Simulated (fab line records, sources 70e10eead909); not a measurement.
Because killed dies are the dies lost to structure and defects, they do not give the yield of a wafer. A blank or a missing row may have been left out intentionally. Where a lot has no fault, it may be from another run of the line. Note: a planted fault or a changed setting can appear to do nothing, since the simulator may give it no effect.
Chamber matching	flow nand harc	4 sister chambers for NHARC_P_M2_ETCH_35 on rie diel-11
The step etches the open film in N2/H2, target depth 40 nm, overetch 12 nm, time 43.94 s. 4 wafers are shown with their chamber, then 11 later ones without.

== WAFERS, EACH WITH ITS CHAMBER ==
wafer	chamber	drypump motor current A (A)
L080.5	3	6.4
L082.2	1	5.9
L082.4	0	6.6
L084.1	2	5.5

== WAFERS WITH NO CHAMBER GIVEN ==
wafer	drypump motor current A (A)
L084.2	6.4
L084.6	6.7
L090.2	5.5
L090.5	6.6
L090.6	5.9
L092.1	6.4
L092.2	5.4
L092.4	6.7
L095.2	5.5
L095.5	5.5
L095.6	6.4

== CHAMBER TAKEN BY EACH ==
wafer	from the rows above	in truth
L084.2	3	3
L084.6	0	0
L090.2	2	2
L090.5	0	0
L090.6	1	1
L092.1	3	3
L092.2	2	2
L092.4	0	0
L095.2	2	2
L095.5	2	2
L095.6	3	3
Correctly placed: 11 of 11. From these rows, 0 cannot be placed. 0 placed wrongly.
How it was worked out, from the rows above alone: a wafer's distance from a chamber is the root of the sum, over the readings, of the square of ((its reading less the chamber's mean) divided by the reading's scatter). If the next closest chamber is less than 2 further off than the closest, the wafer can't be placed; otherwise it belongs to the closest. For every chamber, the mean is computed from those of its wafers that are shown. The scatter: with one shown wafer a chamber, the root of the mean of the squares of how far each hidden wafer lies from its nearest shown one.
